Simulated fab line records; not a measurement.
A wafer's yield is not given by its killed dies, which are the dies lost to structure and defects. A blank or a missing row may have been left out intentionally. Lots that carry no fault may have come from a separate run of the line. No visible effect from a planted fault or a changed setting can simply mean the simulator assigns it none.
fab line records + flow nand_harc
record
- lots=6
- wafers=18
- last_day=34
route steps=1302 shown A_STAIRCASE@658 END@1302
lots untouched by any fault: they come from a run of this same line in which no faults occurred
start_h: start of the lot's first displayed wafer, in hours after the record's first day + wait_h: hours since the lot's step before + " identical to the entry in the row above + L1.1+2: one row covering several wafers at once + - either no value or no given start + * or withheld: withheld + < > ~ a bound
route shown NAME@n: a module of which the file shows steps, and the number in the route of the first + usual: average and standard deviation across the fault-free wafers + same: alike in all rows + chamber/n: place in a boat + sites: per-site readings + _std_site: the standard deviation of these + _edge_site: outer sites' mean less inner sites' + radius_mm: for every site, how far away it sits from the centre of the wafer + mask NAME#n: copy n + behind: the tool/chamber that last shaped the wafer + hold: reason for holding the lot/hours on hold/outcome of the hold + device: names the non-switching transistor (n, p or np) + end of line: at the end of the route, the tests of the same wafers + a step without rows: its recipe alone + killed: dies lost to structure and defects at the first sort, not the wafer's yield + map: a wafer's dies, x killed, . not, _ none there
set.NAME: the setting the step ran with; set.NAME@STEP: the setting that earlier step ran with + model.NAME: the simulator's own value behind a step, which no gauge read
certain route steps with their lots: each step a table, each wafer a row
services: when a tool's chamber went out of use (start_h, in hours from the record's first day, below 0 if earlier), for how many hours, and the reason
## steps
# step NHARC_A_STAIRCASE_HMDS_02
# recipe
- time_s=30
# step NHARC_A_STAIRCASE_COAT_03
# recipe
- spin_rpm=1200
# step NHARC_A_STAIRCASE_SOFTBAKE_04
# recipe
- temp_c=135
- time_s=170
# step NHARC_A_STAIRCASE_EBR_05
# step NHARC_A_STAIRCASE_EXPOSE_06
# recipe
- na=0.5
- dose_mj=25.43
- mask_id=STAIR
# step NHARC_A_STAIRCASE_PEB_07
# recipe
- peb_temp_c=115
- peb_time_s=130
# step NHARC_A_STAIRCASE_DEVELOP_08
# recipe
- time_s=140
# step NHARC_A_STAIRCASE_HARDBAKE_10
# recipe
- temp_c=120
- time_s=140
# step NHARC_A_STAIRCASE_DESCUM_11
# recipe
- time_s=3
- o2_flow_sccm=200
- ar_flow_sccm=0
- bias_power_w=0
- chemistry=O2
# usual
- drypump_motor_current_A=5.7/0.37
- oes_product_au=1.000/0.011
- rf_vpp_V=57.9/0.9
- showerhead_plenum_p_Torr=1.94/0.093
- throttle_valve_pct=11.311/0.0092
| lot.wafer | tool        | chamber | start_h | wait_h | drypump_motor_current_A | oes_product_au | rf_hours_counter_h | rf_vpp_V | showerhead_plenum_p_Torr | throttle_valve_pct |
|-----------|-------------|---------|---------|--------|-------------------------|----------------|--------------------|----------|--------------------------|--------------------|
| L521.3    | rie_diel-06 | 0       | 386.56  | -      | 6.2                     | 1.017          | 8                  | 59.4     | 2.00                     | 11.318             |
| L521.1    | "           | 1       | "       | "      | 5.7                     | 0.990          | 24                 | 59.7     | 2.03                     | 11.291             |
| L521.6    | "           | 3       | "       | "      | 5.9                     | 0.998          | -                  | 57.7     | 2.06                     | 11.311             |
| L527.3    | rie_diel-07 | 3       | 459.43  | -      | 5.8                     | 0.990          | 55                 | 57.3     | 1.87                     | 11.325             |
| L527.5    | "           | 2       | "       | "      | 5.5                     | 0.981          | -                  | 57.7     | 1.87                     | 11.291             |
| L527.4    | "           | 0       | "       | "      | 5.0                     | 1.007          | -                  | 56.5     | 1.82                     | 11.317             |
| L531.3    | rie_diel-06 | 1       | 487.09  | -      | 5.8                     | 0.989          | 60                 | 58.3     | 2.02                     | 11.328             |
| L531.1    | "           | 3       | "       | "      | 5.8                     | 0.991          | 65                 | 59.3     | 2.04                     | 11.318             |
| L531.6    | "           | 1       | "       | "      | 5.8                     | 0.970          | -                  | 59.2     | 2.02                     | 11.302             |
| L532.3    | rie_diel-07 | 2       | 487.44  | -      | 5.5                     | 0.994          | 1                  | 56.2     | 1.86                     | 11.318             |
| L532.6    | "           | 3       | "       | "      | 5.8                     | 1.003          | -                  | 57.6     | 1.87                     | 11.317             |
| L532.5    | "           | 0       | "       | "      | 5.0                     | 1.014          | -                  | 58.3     | 1.82                     | 11.307             |
| L538.3    | rie_diel-07 | 3       | 568.76  | -      | 5.8                     | 0.984          | 30                 | 57.6     | 1.86                     | 11.310             |
| L538.1    | "           | 1       | "       | "      | 5.3                     | 0.996          | 27                 | 59.0     | 2.03                     | 11.319             |
| L538.6    | "           | 1       | "       | "      | 5.3                     | 0.999          | -                  | 56.9     | 2.03                     | 11.318             |
| L540.2    | rie_diel-01 | 2       | 584.55  | -      | 6.0                     | 1.010          | 3                  | 56.8     | 1.89                     | 11.310             |
| L540.4    | "           | 3       | "       | "      | 6.2                     | 1.009          | 2                  | 58.3     | 1.80                     | 11.312             |
| L540.6    | "           | 3       | "       | "      | 6.2                     | 1.002          | -                  | 58.9     | 1.80                     | 11.294             |
# step NHARC_A_STAIRCASE_TRIM_12
# recipe
- time_s=211.2
- o2_flow_sccm=500
- ar_flow_sccm=0
- bias_w=0
- chemistry=O2
# usual
- drypump_motor_current_A=5.7/0.37
- oes_product_au=1.001/0.011
- rf_vpp_V=57.9/0.84
- run_length_s=232.8/0.44
- showerhead_plenum_p_Torr=3.57/0.16
- throttle_valve_pct=17.038/0.0088
| lot.wafer | tool        | chamber | start_h | wait_h | drypump_motor_current_A | oes_product_au | rf_hours_counter_h | rf_vpp_V | run_length_s | showerhead_plenum_p_Torr | throttle_valve_pct |
|-----------|-------------|---------|---------|--------|-------------------------|----------------|--------------------|----------|--------------|--------------------------|--------------------|
| L521.1    | rie_diel-06 | 1       | 386.65  | 0.1    | 5.8                     | 0.991          | 24                 | 58.6     | 232.8        | 3.73                     | 17.028             |
| L521.3    | "           | 2       | "       | "      | 5.3                     | 0.996          | 24                 | 57.2     | 233.2        | 3.79                     | 17.041             |
| L521.6    | "           | 1       | "       | "      | 5.8                     | 0.991          | -                  | 58.5     | 232.4        | 3.73                     | 17.043             |
| L527.3    | rie_diel-07 | 0       | 459.54  | 0.1    | 5.0                     | 1.003          | 53                 | 57.5     | 232.7        | 3.37                     | 17.042             |
| L527.5    | "           | 3       | "       | "      | 5.8                     | 0.986          | -                  | 57.4     | 232.8        | 3.45                     | 17.052             |
| L527.4    | "           | 2       | "       | "      | 5.5                     | 0.989          | -                  | 56.7     | 233.1        | 3.45                     | 17.016             |
| L531.1    | rie_diel-06 | 1       | 487.18  | 0.1    | 5.7                     | 0.985          | 60                 | 57.7     | 232.6        | 3.71                     | 17.020             |
| L531.3    | "           | 2       | "       | "      | 5.3                     | 0.984          | 66                 | 59.9     | 233.5        | 3.77                     | 17.044             |
| L531.6    | "           | 0       | "       | "      | 6.2                     | 1.016          | -                  | 57.2     | 233.1        | 3.66                     | 17.055             |
| L532.3    | rie_diel-07 | 2       | 487.54  | 0.1    | 5.5                     | 0.987          | 1                  | 57.4     | 233.0        | 3.44                     | 17.055             |
| L532.5    | "           | 3       | "       | "      | 5.8                     | 0.992          | -                  | 57.8     | 233.0        | 3.45                     | 17.035             |
| L532.6    | "           | 0       | "       | "      | 5.0                     | 1.013          | -                  | 58.4     | 232.6        | 3.37                     | 17.046             |
| L538.1    | rie_diel-07 | 3       | 569.05  | 0.3    | 5.8                     | 0.989          | 30                 | 59.1     | 233.2        | 3.43                     | 17.034             |
| L538.3    | "           | 0       | "       | "      | 5.0                     | 1.018          | 26                 | 57.0     | 232.7        | 3.35                     | 17.028             |
| L538.6    | "           | 1       | "       | "      | 5.3                     | 1.008          | -                  | 60.1     | 232.2        | 3.73                     | 17.038             |
| L540.4    | rie_diel-01 | 0       | 584.63  | 0.1    | 5.3                     | 0.994          | 2                  | 57.7     | 232.4        | 3.39                     | 17.040             |
| L540.2    | "           | 3       | "       | "      | 6.2                     | 0.989          | 2                  | 56.7     | 232.1        | 3.33                     | 17.035             |
| L540.6    | "           | 0       | "       | "      | 5.3                     | 0.988          | -                  | 58.6     | 233.0        | 3.39                     | 17.052             |
# step NHARC_A_STAIRCASE_ETCH_13
# recipe
- target_depth_a=1000
- time_s=40.5
- ion_energy_ev=400
- c4f8_flow_sccm=20
- o2_flow_sccm=10
- ar_flow_sccm=withheld
- rf_w=600
- bias_w=1000
- chemistry=C4F8/O2
# usual
- oes_product_au=0.944/0.014
- rf_vpp_V=898/5.8
| lot.wafer | tool        | chamber | start_h | wait_h | oes_product_au | rf_hours_counter_h | rf_vpp_V |
|-----------|-------------|---------|---------|--------|----------------|--------------------|----------|
| L521.1    | rie_diel-06 | 2       | -       | -      | 0.943          | 25                 | 906      |
| L521.3    | "           | 0       | "       | "      | 0.970          | 8                  | 901      |
| L521.6    | "           | 2       | "       | "      | 0.945          | -                  | 907      |
| L527.3    | rie_diel-07 | 0       | -       | -      | 0.957          | 53                 | 890      |
| L527.5    | "           | 3       | "       | "      | 0.932          | -                  | 892      |
| L527.4    | "           | 0       | "       | "      | 0.947          | -                  | 892      |
| L531.1    | rie_diel-06 | 2       | -       | -      | 0.954          | 66                 | 905      |
| L531.3    | "           | 3       | "       | "      | 0.972          | 65                 | 903      |
| L531.6    | "           | 1       | "       | "      | 0.926          | -                  | 904      |
| L532.3    | rie_diel-07 | 0       | -       | -      | 0.963          | 1                  | 891      |
| L532.6    | "           | 3       | "       | "      | 0.933          | -                  | 892      |
| L532.5    | "           | 0       | "       | "      | 0.964          | -                  | 890      |
| L538.3    | rie_diel-07 | 3       | -       | -      | 0.913          | 30                 | 893      |
| L538.1    | "           | 1       | "       | "      | 0.924          | 27                 | 903      |
| L538.6    | "           | 0       | "       | "      | 0.948          | -                  | 889      |
| L540.2    | rie_diel-01 | 0       | -       | -      | 0.947          | 2                  | 892      |
| L540.4    | "           | 3       | "       | "      | 0.932          | 2                  | 889      |
| L540.6    | "           | 1       | "       | "      | 0.933          | -                  | 897      |
# step NHARC_A_STAIRCASE_TRIM_14
# recipe
- time_s=211.2
- o2_flow_sccm=500
- ar_flow_sccm=0
- bias_w=0
- chemistry=O2
# usual
- drypump_motor_current_A=5.7/0.37
- oes_product_au=1.000/0.011
- rf_vpp_V=57.8/0.91
- run_length_s=232.8/0.44
- showerhead_plenum_p_Torr=3.57/0.16
- throttle_valve_pct=17.036/0.0099
| lot.wafer | tool        | chamber | start_h | wait_h | drypump_motor_current_A | oes_product_au | rf_hours_counter_h | rf_vpp_V | run_length_s | showerhead_plenum_p_Torr | throttle_valve_pct |
|-----------|-------------|---------|---------|--------|-------------------------|----------------|--------------------|----------|--------------|--------------------------|--------------------|
| L521.1    | rie_diel-06 | 2       | 386.86  | -      | 5.3                     | 0.999          | 25                 | 57.6     | 233.3        | 3.79                     | 17.019             |
| L521.3    | "           | 0       | "       | "      | 6.2                     | 1.027          | 8                  | 57.9     | 232.7        | 3.67                     | 17.038             |
| L521.6    | "           | 2       | "       | "      | 5.3                     | 0.996          | -                  | 58.5     | 233.8        | 3.79                     | 17.032             |
| L527.3    | rie_diel-07 | 3       | 459.92  | -      | 5.8                     | 0.990          | 55                 | 57.2     | 161.5        | 3.45                     | 17.035             |
| L527.4    | "           | 0       | "       | "      | 5.0                     | 1.003          | -                  | 57.0     | 232.9        | 3.37                     | 17.063             |
| L527.5    | "           | 2       | "       | "      | 5.5                     | 0.972          | -                  | 58.6     | 233.0        | 3.45                     | 17.038             |
| L531.3    | rie_diel-06 | 1       | 487.40  | -      | 5.8                     | 0.988          | 60                 | 58.7     | 233.2        | 3.71                     | 17.024             |
| L531.1    | "           | 2       | "       | "      | 5.3                     | 0.988          | 66                 | 58.4     | 233.3        | 3.77                     | 17.036             |
| L531.6    | "           | 1       | "       | "      | 5.8                     | 0.995          | -                  | 57.6     | 232.5        | 3.71                     | 17.031             |
| L532.3    | rie_diel-07 | 0       | 487.76  | -      | 5.0                     | 1.009          | 1                  | 59.4     | 161.4        | 3.37                     | 17.044             |
| L532.6    | "           | 2       | "       | "      | 5.5                     | 1.006          | -                  | 57.0     | 161.3        | 3.44                     | 17.016             |
| L532.5    | "           | 3       | "       | "      | 5.8                     | 0.993          | -                  | 58.0     | 232.8        | 3.45                     | 17.054             |
| L538.1    | rie_diel-07 | 1       | 569.37  | -      | 5.3                     | 0.997          | 28                 | 57.6     | 231.8        | 3.73                     | 17.040             |
| L538.3    | "           | 3       | "       | "      | 5.8                     | 0.998          | 30                 | 57.8     | 232.8        | 3.43                     | 17.031             |
| L538.6    | "           | 1       | "       | "      | 5.3                     | 0.990          | -                  | 59.3     | 232.1        | 3.73                     | 17.051             |
| L540.2    | rie_diel-01 | 1       | 584.89  | -      | 5.6                     | 0.981          | 3                  | 58.1     | 233.1        | 3.54                     | 17.023             |
| L540.4    | "           | 2       | "       | "      | 6.0                     | 0.999          | 3                  | 56.2     | 232.8        | 3.48                     | 17.041             |
| L540.6    | "           | 3       | "       | "      | 6.3                     | 0.995          | -                  | 58.0     | 232.2        | 3.33                     | 17.045             |
# step NHARC_A_STAIRCASE_ETCH_15
# recipe
- target_depth_a=1000
- time_s=40.5
- ion_energy_ev=400
- c4f8_flow_sccm=20
- o2_flow_sccm=10
- ar_flow_sccm=withheld
- rf_w=600
- bias_w=1000
- chemistry=C4F8/O2
# usual
- oes_product_au=0.942/0.012
- rf_vpp_V=898/5.8
| lot.wafer | tool        | chamber | start_h | wait_h | oes_product_au | rf_hours_counter_h | rf_vpp_V |
|-----------|-------------|---------|---------|--------|----------------|--------------------|----------|
| L521.3    | rie_diel-06 | 2       | -       | -      | 0.944          | 25                 | 905      |
| L521.1    | "           | 3       | "       | "      | 0.931          | 25                 | 906      |
| L521.6    | "           | 1       | "       | "      | 0.945          | -                  | 904      |
| L527.3    | rie_diel-07 | 3       | -       | -      | 0.931          | 55                 | 893      |
| L527.4    | "           | 0       | "       | "      | 0.949          | -                  | 890      |
| L527.5    | "           | 2       | "       | "      | 0.939          | -                  | 893      |
| L531.1    | rie_diel-06 | 3       | -       | -      | 0.960          | 65                 | 904      |
| L531.3    | "           | 1       | "       | "      | 0.933          | 60                 | 903      |
| L531.6    | "           | 2       | "       | "      | 0.951          | -                  | 904      |
| L532.3    | rie_diel-07 | 1       | -       | -      | 0.962          | 1                  | 905      |
| L532.6    | "           | 2       | "       | "      | 0.938          | -                  | 892      |
| L532.5    | "           | 3       | "       | "      | 0.931          | -                  | 894      |
| L538.1    | rie_diel-07 | 3       | -       | -      | 0.931          | 30                 | 893      |
| L538.3    | "           | 0       | "       | "      | 0.944          | 26                 | 889      |
| L538.6    | "           | 1       | "       | "      | 0.923          | -                  | 904      |
| L540.4    | rie_diel-01 | 1       | -       | -      | 0.927          | 3                  | 896      |
| L540.2    | "           | 3       | "       | "      | 0.933          | 2                  | 889      |
| L540.6    | "           | 0       | "       | "      | 0.937          | -                  | 891      |
# step NHARC_END_SORT_01
# recipe
- temp_c=25
# usual
- killed_at_array=55/15
- killed_at_other=1.0/1.2
- killed_at_periphery=3.4/2.2
- killed_dies=59/15
- killed_open=3.2/2
- killed_short=2.5/1.7
# same
- gross_dies=677
| lot.wafer | tool      | chamber | start_h | wait_h | killed_at_array | killed_at_other | killed_at_periphery | killed_dies | killed_open | killed_short |
|-----------|-----------|---------|---------|--------|-----------------|-----------------|---------------------|-------------|-------------|--------------|
| L527.3    | prober-01 | 0       | 679.18  | 3.1    | 671             | 0               | 6                   | 677         | 5           | 6            |
| L532.3    | prober-02 | 0       | 698.01  | 3.1    | 674             | 0               | 3                   | 677         | 7           | 3            |
| L532.5    | prober-02 | 0       | 699.64  | 3.7    | 46              | 1               | 6                   | 53          | 4           | 3            |
| L532.6    | prober-02 | 0       | 700.45  | 4.1    | 676             | 0               | 1                   | 677         | 5           | 1            |
# killed by level:class
L527.3 A_STAIRCASE:area_trim=634 A_CHANNEL_HOLE_D2:chamber_film_flake=12 A_CHANNEL_HOLE_D1:chamber_film_flake=5 P_M1:chamber_film_flake=3 A_DECK1_JOINT:chamber_film_flake=3 A_DECK1_JOINT:geometric_particle:short=2 A_M0:geometric_particle:open=2 A_STAIRCASE:chamber_film_flake=2
L532.3 A_STAIRCASE:area_trim=629 A_CHANNEL_HOLE_D1:chamber_film_flake=31 A_ONON_D1:geometric_particle:open=3 P_GATE:chamber_film_flake=2 A_CHANNEL_HOLE_D2:chamber_film_flake=2 A_STAIRCASE:chamber_film_flake=2 P_M0:geometric_particle:short=1 A_SOURCE_PLATE:geometric_particle:open=1
L532.5 A_CHANNEL_HOLE_D1:chamber_film_flake=30 A_CHANNEL_HOLE_D2:chamber_film_flake=4 P_GATE:chamber_film_flake=3 A_CONTACT:chamber_film_flake=3 P_GATE:geometric_particle:open=2 A_ZERO_WELL:chamber_film_flake=2 A_CHANNEL_FILL_D2:chamber_film_flake=2 P_GATE:geometric_particle:short=1
L532.6 A_STAIRCASE:area_trim=622 A_CHANNEL_HOLE_D1:chamber_film_flake=36 A_STAIRCASE:chamber_film_flake=3 A_WL_FILL:geometric_particle:open=2 A_ZERO_WELL:chamber_film_flake=2 A_CHANNEL_FILL_D2:chamber_film_flake=2 A_CONTACT:chamber_film_flake=2 A_M1:chamber_film_flake=2
# map L527.3 (x killed, . not)
____________x____________
_________xxxxxxx_________
_______xxxxxxxxxxx_______
______xxxxxxxxxxxxx______
_____xxxxxxxxxxxxxxx_____
____xxxxxxxxxxxxxxxxx____
____xxxxxxxxxxxxxxxxx____
___xxxxxxxxxxxxxxxxxxx___
___xxxxxxxxxxxxxxxxxxx___
__xxxxxxxxxxxxxxxxxxxxx__
__xxxxxxxxxxxxxxxxxxxxx__
_xxxxxxxxxxxxxxxxxxxxxxx_
_xxxxxxxxxxxxxxxxxxxxxxx_
_xxxxxxxxxxxxxxxxxxxxxxx_
_xxxxxxxxxxxxxxxxxxxxxxx_
_xxxxxxxxxxxxxxxxxxxxxxx_
xxxxxxxxxxxxxxxxxxxxxxxxx
xxxxxxxxxxxxxxxxxxxxxxxxx
xxxxxxxxxxxxxxxxxxxxxxxxx
xxxxxxxxxxxxxxxxxxxxxxxxx
xxxxxxxxxxxxxxxxxxxxxxxxx
_xxxxxxxxxxxxxxxxxxxxxxx_
_xxxxxxxxxxxxxxxxxxxxxxx_
_xxxxxxxxxxxxxxxxxxxxxxx_
_xxxxxxxxxxxxxxxxxxxxxxx_
_xxxxxxxxxxxxxxxxxxxxxxx_
__xxxxxxxxxxxxxxxxxxxxx__
__xxxxxxxxxxxxxxxxxxxxx__
___xxxxxxxxxxxxxxxxxxx___
___xxxxxxxxxxxxxxxxxxx___
____xxxxxxxxxxxxxxxxx____
____xxxxxxxxxxxxxxxxx____
_____xxxxxxxxxxxxxxx_____
______xxxxxxxxxxxxx______
_______xxxxxxxxxxx_______
_________xxxxxxx_________
____________x____________
# map L532.3 (x killed, . not)
____________x____________
_________xxxxxxx_________
_______xxxxxxxxxxx_______
______xxxxxxxxxxxxx______
_____xxxxxxxxxxxxxxx_____
____xxxxxxxxxxxxxxxxx____
____xxxxxxxxxxxxxxxxx____
___xxxxxxxxxxxxxxxxxxx___
___xxxxxxxxxxxxxxxxxxx___
__xxxxxxxxxxxxxxxxxxxxx__
__xxxxxxxxxxxxxxxxxxxxx__
_xxxxxxxxxxxxxxxxxxxxxxx_
_xxxxxxxxxxxxxxxxxxxxxxx_
_xxxxxxxxxxxxxxxxxxxxxxx_
_xxxxxxxxxxxxxxxxxxxxxxx_
_xxxxxxxxxxxxxxxxxxxxxxx_
xxxxxxxxxxxxxxxxxxxxxxxxx
xxxxxxxxxxxxxxxxxxxxxxxxx
xxxxxxxxxxxxxxxxxxxxxxxxx
xxxxxxxxxxxxxxxxxxxxxxxxx
xxxxxxxxxxxxxxxxxxxxxxxxx
_xxxxxxxxxxxxxxxxxxxxxxx_
_xxxxxxxxxxxxxxxxxxxxxxx_
_xxxxxxxxxxxxxxxxxxxxxxx_
_xxxxxxxxxxxxxxxxxxxxxxx_
_xxxxxxxxxxxxxxxxxxxxxxx_
__xxxxxxxxxxxxxxxxxxxxx__
__xxxxxxxxxxxxxxxxxxxxx__
___xxxxxxxxxxxxxxxxxxx___
___xxxxxxxxxxxxxxxxxxx___
____xxxxxxxxxxxxxxxxx____
____xxxxxxxxxxxxxxxxx____
_____xxxxxxxxxxxxxxx_____
______xxxxxxxxxxxxx______
_______xxxxxxxxxxx_______
_________xxxxxxx_________
____________x____________
## services
| tool        | chamber | start_h | hours | kind   |
|-------------|---------|---------|-------|--------|
| rie_diel-07 | 2       | 364.79  | 12.7  | repair |
| rie_diel-07 | 0       | 380.01  | -     | clean  |
| rie_diel-07 | 1       | 380.01  | -     | clean  |
| rie_diel-07 | 2       | 380.01  | -     | clean  |
| rie_diel-07 | 3       | 380.01  | -     | clean  |
| rie_diel-01 | -       | 383.18  | 9.0   | pm     |
| rie_diel-01 | 0       | 397.08  | 3.2   | repair |
| rie_diel-07 | 0       | 404.51  | -     | clean  |
| rie_diel-07 | 1       | 404.51  | -     | clean  |
| rie_diel-07 | 2       | 404.51  | -     | clean  |
| rie_diel-07 | 3       | 404.51  | -     | clean  |
| rie_diel-07 | 2       | 418.06  | 6.2   | repair |
| rie_diel-07 | 0       | 429.01  | -     | clean  |
| rie_diel-07 | 1       | 429.01  | -     | clean  |
| rie_diel-07 | 2       | 429.01  | -     | clean  |
| rie_diel-07 | 3       | 429.01  | -     | clean  |
| rie_diel-07 | 0       | 453.51  | -     | clean  |
| rie_diel-07 | 1       | 453.51  | -     | clean  |
| rie_diel-07 | 1       | 455.72  | 4.9   | repair |
| rie_diel-07 | -       | 473.83  | 9.0   | pm     |
| rie_diel-06 | -       | 493.45  | 9.0   | pm     |
| rie_diel-07 | 0       | 521.78  | 16.0  | repair |
| rie_diel-07 | 2       | 548.44  | 31.2  | repair |
| rie_diel-01 | -       | 560.43  | 9.0   | pm     |
## key
first_sign
- step=NHARC_A_STAIRCASE_TRIM_14
- reading=run_length_s
- direction=down
- sigmas=99+
- usual=*
- struck=*
effect
- step=NHARC_END_SORT_01
- reading=killed_dies
- direction=up
- sigmas=42
- usual=59
- struck=677
more_kills_born_at
- NHARC_A_STAIRCASE_TRIM_14@rie_diel-07=1885
met_at NHARC_A_STAIRCASE_TRIM_14
struck_wafers L527.3,L532.3,L532.6
later_rows_left_out L527.3,L532.3,L532.6
tester_left_out L527,L532
fault
- kind=process_parameter_drift
- tool=rie_diel-07
- chamber=-
- onset_h=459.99
- steps=NHARC_A_STAIRCASE_TRIM_14
- channel=time_s
- offset=*
- shape=step
- end_h=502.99
- scope=struck_wafers_only
- acts_in=*
- stated=*
# tester_left_out: of these lots the tester's yield and bins aren't shown, on N5 and GAA mostly nor the transistor test; their killed dies are dies lost to structure and defects alone, not to doping, threshold or leakage, so they don't give the yield
# later_rows_left_out: the simulator's readings of these wafers behind a module that went badly wrong aren't trusted and aren't shown, but for the sort
